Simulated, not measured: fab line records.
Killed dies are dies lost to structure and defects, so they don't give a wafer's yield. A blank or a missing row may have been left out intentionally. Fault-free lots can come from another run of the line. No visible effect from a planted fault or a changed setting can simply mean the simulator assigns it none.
Split-lot trial	flow n5_finfet	route with 1938 steps; 7 lots, 21 wafers read

SPLIT DETAILS
At N5_BEOL_M3_TRENCH_ETCH_37 (etches SiOC in C4F6/O2, target depth 55.555 nm, time 29.2 s), the setting time_s was moved away from the recipe's 29.2 s on 5 of the 21 wafers read, by -22.4% to +19.0%. The other wafers ran this setting at the recipe's value.

FROM THE SPLIT TO THE READING: what the file shows between them, 2 steps
- N5_BEOL_M3_ETCH_41: etches SiCN in CH3F/O2, target depth 29.9 nm, time 52.5 s
- N5_BEOL_M3_STRIP_97: strips in N2/H2, time 10 s

THE READING
trench_depth_nm, in nm, at N5_BEOL_M3_OCD_MEAS_38. A value of 55.5 nm with a standard deviation of 0.85 nm is what fault-free wafers of this fab line usually give.

wafer	tool, chamber at the split	time_s as run, s	against the recipe	trench_depth_nm, nm	against lot-mates on the recipe
L077.1	rie_diel-02, 3	29.2	recipe	55.3	-
L077.4	rie_diel-02, 0	29.2	recipe	56.0	-
L077.5	rie_diel-02, 0	29.2	recipe	56.1	-
L081.1	rie_diel-02, 0	29.2	recipe	55.4	-
L081.2	rie_diel-02, 1	29.2	recipe	57.0	-
L081.3	rie_diel-02, 2	29.2	recipe	55.8	-
L083.1	rie_diel-03, 0	29.2	recipe	55.9	-
L083.3	rie_diel-03, 3	22.67	-22.4%	43.3	-12.6
L083.4	rie_diel-03, 2	22.67	-22.4%	43.7	-12.2
L085.1	rie_diel-02, 0	29.2	recipe	56.8	-
L085.3	rie_diel-02, 2	29.2	recipe	55.5	-
L085.4	rie_diel-02, 3	29.2	recipe	54.9	-
L095.1	rie_diel-02, 2	29.2	recipe	55.0	-
L095.5	rie_diel-02, 3	34.74	+19.0%	65.1	+9.9
L095.6	rie_diel-02, 2	29.2	recipe	55.3	-
L096.1	rie_diel-03, 3	29.2	recipe	54.3	-
L096.2	rie_diel-03, 1	29.2	recipe	54.9	-
L096.5	rie_diel-03, 2	26.43	-9.5%	50.9	-3.7
L097.3	rie_diel-03, 0	29.2	recipe	56.2	-
L097.5	rie_diel-03, 0	29.2	recipe	55.7	-
L097.6	rie_diel-03, 1	26.99	-7.6%	51.1	-4.9

THE FIT
A straight line over all 21 wafers: trench_depth_nm changes by +0.53 nm for each +1% of time_s; r = +0.99; the points scatter about the line by 0.67 nm.
The same after taking each lot's own level away (the mean of its wafers on the recipe; 21 wafers): +0.54 nm for each +1%; r = +0.99; scatter 0.61 nm.
That fit puts the effect of the largest move of time_s on the reading at 12 nm.
The lots' own levels span 54.60 to 56.07 nm, that is 1.7 times the standard deviation above.
So the lot-to-lot level changes the slope little: the two slopes agree.
Check: -11.8 nm against its lot-mates is what the line predicts for one of the wafers moved furthest among these (-22.4%) when that wafer is left out of the fit. Against them it came out at -12.6 nm.

THE WHOLE CHAIN: every reading that the file lists as answering this split, in the file's order
step	what it does	reading	change (the file's fit)	r (the file's)
N5_BEOL_M3_TRENCH_ETCH_37	etches SiOC in C4F6/O2, target depth 55.555 nm, time 29.2 s	etch.depth_nm (the simulator's own value, which no gauge read)	+0.523 nm for each +1% of the setting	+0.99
N5_BEOL_M3_TRENCH_ETCH_37	etches SiOC in C4F6/O2, target depth 55.555 nm, time 29.2 s	BEOL_M3.feature_depth_nm (the simulator's own value, which no gauge read)	+0.526 nm for each +1% of the setting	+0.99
N5_BEOL_M3_OCD_MEAS_38		trench_depth_nm	+0.534 nm for each +1% of the setting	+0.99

THE FILE'S OWN FIT
trench_depth_nm changes by +0.534 nm for each +1% of time_s, r = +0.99.
